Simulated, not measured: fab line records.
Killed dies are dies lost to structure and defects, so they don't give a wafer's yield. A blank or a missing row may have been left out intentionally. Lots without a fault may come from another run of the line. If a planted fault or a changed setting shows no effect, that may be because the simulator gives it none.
Matching of chambers / flow n5Finfet / N5_SD_EPI_N_ETCH_35 on rieDiel-04: 4 sister chambers
The step etches SOC in N2/H2, overetch 108 nm, time 486 s. 8 wafers are shown with their chamber, then 12 later ones without.

## WAFERS, EACH WITH ITS CHAMBER
wafer=L080.2; chamber=0; drypumpMotorCurrentA (A)=5.9; oesProductAu (a.u.)=0.63
wafer=L087.4; chamber=3; drypumpMotorCurrentA (A)=5.6; oesProductAu (a.u.)=0.63
wafer=L087.5; chamber=2; drypumpMotorCurrentA (A)=5.0; oesProductAu (a.u.)=0.77
wafer=L088.2; chamber=3; drypumpMotorCurrentA (A)=5.6; oesProductAu (a.u.)=0.63
wafer=L088.5; chamber=1; drypumpMotorCurrentA (A)=5.2; oesProductAu (a.u.)=0.85
wafer=L089.2; chamber=2; drypumpMotorCurrentA (A)=5.0; oesProductAu (a.u.)=0.76
wafer=L089.5; chamber=1; drypumpMotorCurrentA (A)=5.2; oesProductAu (a.u.)=0.85
wafer=L089.6; chamber=0; drypumpMotorCurrentA (A)=5.8; oesProductAu (a.u.)=0.61

## WAFERS MISSING THEIR CHAMBER
wafer=L090.4; drypumpMotorCurrentA (A)=5.6; oesProductAu (a.u.)=0.62
wafer=L090.5; drypumpMotorCurrentA (A)=5.6; oesProductAu (a.u.)=0.62
wafer=L090.6; drypumpMotorCurrentA (A)=4.9; oesProductAu (a.u.)=0.77
wafer=L092.1; drypumpMotorCurrentA (A)=5.2; oesProductAu (a.u.)=0.83
wafer=L092.2; drypumpMotorCurrentA (A)=5.9; oesProductAu (a.u.)=0.61
wafer=L092.5; drypumpMotorCurrentA (A)=5.2; oesProductAu (a.u.)=0.84
wafer=L093.1; drypumpMotorCurrentA (A)=5.6; oesProductAu (a.u.)=0.62
wafer=L093.4; drypumpMotorCurrentA (A)=5.0; oesProductAu (a.u.)=0.76
wafer=L093.5; drypumpMotorCurrentA (A)=5.2; oesProductAu (a.u.)=0.82
wafer=L097.2; drypumpMotorCurrentA (A)=5.2; oesProductAu (a.u.)=0.81
wafer=L097.4; drypumpMotorCurrentA (A)=5.0; oesProductAu (a.u.)=0.75
wafer=L097.5; drypumpMotorCurrentA (A)=5.9; oesProductAu (a.u.)=0.85

## WHICH CHAMBER EACH ONE RAN IN
wafer=L090.4; from the rows above=3; in truth=3
wafer=L090.5; from the rows above=3; in truth=3
wafer=L090.6; from the rows above=2; in truth=2
wafer=L092.1; from the rows above=1; in truth=1
wafer=L092.2; from the rows above=0; in truth=0
wafer=L092.5; from the rows above=1; in truth=1
wafer=L093.1; from the rows above=3; in truth=3
wafer=L093.4; from the rows above=2; in truth=2
wafer=L093.5; from the rows above=1; in truth=1
wafer=L097.2; from the rows above=1; in truth=1
wafer=L097.4; from the rows above=2; in truth=2
wafer=L097.5; from the rows above=1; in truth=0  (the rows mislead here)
11 of 12 placed correctly. Number that these rows cannot place: 0. Wrongly placed: 1.
How it was worked out, from the rows above alone: a wafer's distance from a chamber is the root of the sum, over the readings, of the square of ((its reading less the chamber's mean) divided by the reading's scatter). If the next closest chamber is less than 2 further off than the closest, the wafer can't be placed; otherwise it belongs to the closest. Each chamber's mean is taken over the wafers shown for it. The scatter: take each reading less its chamber's mean, square it, sum over the shown wafers, divide by the number of wafers less the number of chambers, and take the root.
